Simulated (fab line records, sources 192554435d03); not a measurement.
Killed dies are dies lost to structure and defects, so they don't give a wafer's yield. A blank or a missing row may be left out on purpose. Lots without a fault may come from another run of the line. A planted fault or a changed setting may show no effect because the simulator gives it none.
Split-lot experiment | flow n5_finfet | 7 lots, 21 wafers read, on a route of 1938 steps

THE SPLIT
At N5_BEOL_M2_COAT_67 (time 60 s, resist thk 60 nm), the setting spin_rpm was moved away from the recipe's 1500 rpm on 8 of the 21 wafers read, by -4.1% to +10.7%. The other wafers ran this setting at the recipe's value.

FROM THE SPLIT TO THE READING: what the file shows between them, 7 steps
- N5_BEOL_M2_COAT_68: time 60 s, resist thk 12 nm
- N5_BEOL_M2_COAT_76: time 60 s, resist thk 5 nm
- N5_BEOL_M2_ALD_98: deposits SiO2, target thk 2.5 nm, pulse time 1 s, co reactant pulse time 1 s
- N5_BEOL_M2_ETCHBACK_99: etches SiO2 in CHF3, target depth 5 nm, time 10.4 s
- N5_BEOL_M2_ETCH_70: etches SOC in N2/H2, target depth 80 nm, overetch 24 nm, time 130 s
- N5_BEOL_M2_STRIP_71: strips in N2/H2
- N5_BEOL_M2_STRIP_78: strips in N2/H2

THE READING
SOC_of_BEOL_M2_COAT_67.thk_nm (the simulator's own value, which no gauge read), in nm, at N5_BEOL_M2_VIA_ETCH_34 (etches the open film in C4F6/O2, target depth 69.4 nm, time 65.9 s). The file gives no usual value for it. The 13 wafers here that ran the recipe average 52.0 nm, standard deviation 0.2 nm.

wafer  | tool, chamber at the split | spin_rpm as run, rpm | against the recipe | SOC_of_BEOL_M2_COAT_67.thk_nm, nm | against lot-mates on the recipe
L077.3 | litho_track-03, 0          | 1587                 | +5.8%              | 50.2                              | -1.4
L077.5 | litho_track-03, 0          | 1587                 | +5.8%              | 50                                | -1.6
L077.6 | litho_track-03, 0          | 1500                 | recipe             | 51.6                              | -
L078.1 | litho_track-03, 0          | 1500                 | recipe             | 52                                | -
L078.6 | litho_track-03, 0          | 1500                 | recipe             | 52                                | -
L078.2 | litho_track-03, 0          | 1500                 | recipe             | 52.2                              | -
L082.3 | litho_track-02, 0          | 1660                 | +10.7%             | 49                                | -2.6
L082.4 | litho_track-02, 0          | 1500                 | recipe             | 51.6                              | -
L082.5 | litho_track-02, 0          | 1660                 | +10.7%             | 49.2                              | -2.4
L090.1 | litho_track-02, 0          | 1500                 | recipe             | 52                                | -
L090.3 | litho_track-02, 0          | 1625                 | +8.3%              | 49.6                              | -2.4
L090.6 | litho_track-02, 0          | 1625                 | +8.3%              | 49.4                              | -2.6
L092.1 | litho_track-02, 0          | 1500                 | recipe             | 52                                | -
L092.2 | litho_track-02, 0          | 1500                 | recipe             | 52.2                              | -
L092.6 | litho_track-02, 0          | 1500                 | recipe             | 52.2                              | -
L095.3 | litho_track-02, 0          | 1500                 | recipe             | 52                                | -
L095.5 | litho_track-02, 0          | 1500                 | recipe             | 52                                | -
L095.6 | litho_track-02, 0          | 1438                 | -4.1%              | 53.2                              | +1.2
L094.3 | litho_track-03, 0          | 1623                 | +8.2%              | 49.6                              | -2.4
L094.4 | litho_track-03, 0          | 1500                 | recipe             | 51.8                              | -
L094.6 | litho_track-03, 0          | 1500                 | recipe             | 52.2                              | -

THE FIT
A straight line over all 21 wafers: SOC_of_BEOL_M2_COAT_67.thk_nm changes by -0.287 nm for each +1% of spin_rpm; r = -0.99; the points scatter about the line by 0.2 nm.
The same after taking each lot's own level away (the mean of its wafers on the recipe; 21 wafers): -0.265 nm for each +1%; r = -0.99; scatter 0.18 nm.
On that fit, the largest move of spin_rpm shifts the reading by 2.8 nm.
The lots' own levels span 51.60 to 52.13 nm, that is 2.7 times the standard deviation above.
So the lot-to-lot level changes the slope little: the two slopes agree.
Check: with one of the wafers moved furthest among these (+10.7%) left out of the fit, the line predicts -2.88 nm for it against its lot-mates. It came out at -2.6 nm against them.

THE WHOLE CHAIN: every reading that the file lists as answering this split, in the file's order
step                   | what it does                                                        | reading                                                                        | change (the file's fit)               | r (the file's)
N5_BEOL_M2_COAT_67     | time 60 s, resist thk 60 nm                                         | SOC_of_BEOL_M2_COAT_67.thk_nm (the simulator's own value, which no gauge read) | -0.275 nm for each +1% of the setting | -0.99
N5_BEOL_M2_ETCH_70     | etches SOC in N2/H2, target depth 80 nm, overetch 24 nm, time 130 s | etch.depth_nm (the simulator's own value, which no gauge read)                 | -0.274 nm for each +1% of the setting | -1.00
N5_BEOL_M2_VIA_ETCH_34 | etches the open film in C4F6/O2, target depth 69.4 nm, time 65.9 s  | SOC_of_BEOL_M2_COAT_67.thk_nm (the simulator's own value, which no gauge read) | -0.268 nm for each +1% of the setting | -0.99

THE FILE'S OWN FIT
SOC_of_BEOL_M2_COAT_67.thk_nm changes by -0.268 nm for each +1% of spin_rpm, r = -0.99.
